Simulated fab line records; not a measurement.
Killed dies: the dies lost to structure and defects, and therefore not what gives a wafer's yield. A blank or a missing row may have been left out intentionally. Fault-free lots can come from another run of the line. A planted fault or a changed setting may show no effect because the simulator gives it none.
Chamber matching -- flow n5_finfet -- N5_BEOL_M8_DESCUM_16 on rie_diel-05 has 4 sister chambers
The step chemistry O2, time 7.9 s. 4 wafers are shown with their chamber, then 10 later ones without.

EACH WAFER AND ITS CHAMBER
wafer,chamber,showerhead_plenum_p_Torr (Torr)
L083.5,3,2.12
L083.6,2,2.04
L085.1,1,2.02
L085.4,0,2.11

WAFERS MISSING THEIR CHAMBER
wafer,showerhead_plenum_p_Torr (Torr)
L085.5,2.02
L089.4,2.02
L089.5,2.02
L089.6,2.10
L097.2,2.11
L097.3,2.10
L097.5,2.03
L096.3,2.01
L096.4,2.01
L096.6,2.03

THE CHAMBER EACH PASSED THROUGH
wafer,from the rows above,in truth
L085.5,1,1
L089.4,1,1
L089.5,1,1
L089.6,can't be placed: 0 or 3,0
L097.2,can't be placed: 0 or 3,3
L097.3,can't be placed: 0 or 3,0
L097.5,can't be placed: 1 or 2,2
L096.3,1,1
L096.4,1,1
L096.6,can't be placed: 1 or 2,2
5 of 10 placed correctly. Can't be placed from these rows: 5 (the true chamber is among the candidates in 5). Wrongly placed: 0.
How it was worked out, from the rows above alone: a wafer's distance from a chamber is the root of the sum, over the readings, of the square of ((its reading less the chamber's mean) divided by the reading's scatter). The wafer belongs to the nearest chamber; if the next one is less than 2 further off, it can't be placed. A chamber's mean is the mean of its shown wafers. The scatter: with one shown wafer a chamber, the root of the mean of the squares of how far each hidden wafer lies from its nearest shown one.
